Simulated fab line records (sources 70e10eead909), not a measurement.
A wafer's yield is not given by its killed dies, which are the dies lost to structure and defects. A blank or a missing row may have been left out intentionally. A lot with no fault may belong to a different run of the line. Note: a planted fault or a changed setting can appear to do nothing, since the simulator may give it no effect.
Code-filled problem report in 8D (eight disciplines) form | flow nandHarc | the parts of the form that need people (team, actions taken, sign-off) are left out

## 1. WHAT IS WRONG
Wafers without a fault read 44 with a standard deviation of 16, while killedAtArray at NHARC_END_SORT_01 averages 202 across 2 wafers of 1 lot. Measured from the usual mean, that is +9.9 standard deviations.
First seen on wafer L728.5, day 27 17:58, on prober-01. Wafers with a number at this step in the record: 5, from 2 lots. The rule behind "out" and "out of limits": a value lying over 4 standard deviations away from the usual mean. The rest of the wafers with a number are treated as sound.

## 2. WHAT IT IS AND WHAT IT IS NOT
question                    | is                        | is not
which readings at this step | killedAtArray, killedDies | killedAtOther, killedAtPeriphery, killedOpen, killedShort
which lots                  | L728                      | L735
which wafers of those lots  | all that have a number    | -
read on which gauges        | prober-01                 | prober-02
when                        | from day 27 17:58         | up to then (0 sound wafers); but 3 sound wafers of L735 came after

## 3. SUSPECTS, AND WHAT RULES EACH OUT
Counting: any tool at a process step up to the reading is kept as a suspect provided that every lot that is out went through it and no sound lot did after the first of them.
- the gauge at NHARC_END_SORT_01 is ruled out. All the wafers that are out were read on prober-01, but those of them that NHARC_A_STAIRCASE_TRIM_191 has rows for are out there too, on other tools.
- rieDiel-10 at NHARC_A_STAIRCASE_ETCH_21 (etches the open film in C4F8/O2, target depth 100 nm, time 40.5 s): kept. It ran the lot that is out, L728 (day 19 00:32), and no sound lot after that. Because NHARC_A_STAIRCASE_ETCH_21 lacks a start for some lots, the hours and order of its lots are taken from NHARC_A_STAIRCASE_STRIP_175.
- plasmaAsher-01 at NHARC_A_STAIRCASE_STRIP_175 (strips in O2): ruled out as a lasting fault. The sound lots L735 went through it after L728, its earliest lot that is out (day 19 00:32).
- rieDiel-04 at NHARC_A_STAIRCASE_TRIM_191 (chemistry O2, time 211.2 s): kept. It ran the lot that is out, L728 (day 19 02:28), and no sound lot after that. Its own runLengthS readings are out on those wafers.
- rieDiel-10 at NHARC_A_STAIRCASE_TRIM_202 (chemistry O2, time 211.2 s): kept. It ran the lot that is out, L728 (day 27 17:58), and no sound lot after that. Because NHARC_A_STAIRCASE_TRIM_202 lacks a start for some lots, the hours and order of its lots are taken from NHARC_END_SORT_01.
Still standing after the count: rieDiel-10 at NHARC_A_STAIRCASE_ETCH_21, rieDiel-04 at NHARC_A_STAIRCASE_TRIM_191, rieDiel-10 at NHARC_A_STAIRCASE_TRIM_202.

## 4. THE CAUSE (what the simulator had put in)
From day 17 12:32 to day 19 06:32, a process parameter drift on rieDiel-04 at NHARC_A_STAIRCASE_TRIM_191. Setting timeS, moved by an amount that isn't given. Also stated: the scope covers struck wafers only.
Counting left 3 suspects, and this tool is among them.

## 5. THE CHAIN OF EFFECTS, in route order
Each row: a reading whose mean over the struck wafers that have a number lies more than 3 standard deviations from the usual. Only readings whose record carries a usual standard deviation are examined. hours: median over the lots of the time between each lot's start at the first step of this table that gives one and its start at this step. sigmas: the change, counted in usual standard deviations.
hours | step                       | reading       | usual   | on struck wafers | change | sigmas
0     | NHARC_A_STAIRCASE_TRIM_191 | runLengthS    | 232.6 s | 173.9            | -58.7  | -99 or more
208   | NHARC_END_SORT_01          | killedAtArray | 44      | 202              | +158   | +9.9
208   | NHARC_END_SORT_01          | killedDies    | 48      | 205              | +157   | +9.8
The process steps in it:
- NHARC_A_STAIRCASE_TRIM_191: chemistry O2, time 211.2 s.

## 6. HOW IT WOULD HAVE BEEN CAUGHT EARLIER
In this record the first reading out of limits at a measuring or inspecting step was taken at day 27 17:58, 245 hours after the fault began at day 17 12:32.
The tool's own readings at NHARC_A_STAIRCASE_TRIM_191 were out on every struck wafer that the step has a row for (runLengthS): an alarm limit on them would have fired on the first of those.
By day 27 17:58 the whole set of lots that are out, 1 in number, had already begun NHARC_A_STAIRCASE_TRIM_191 on rieDiel-04. Tool hold at that time: it would have spared none of them.
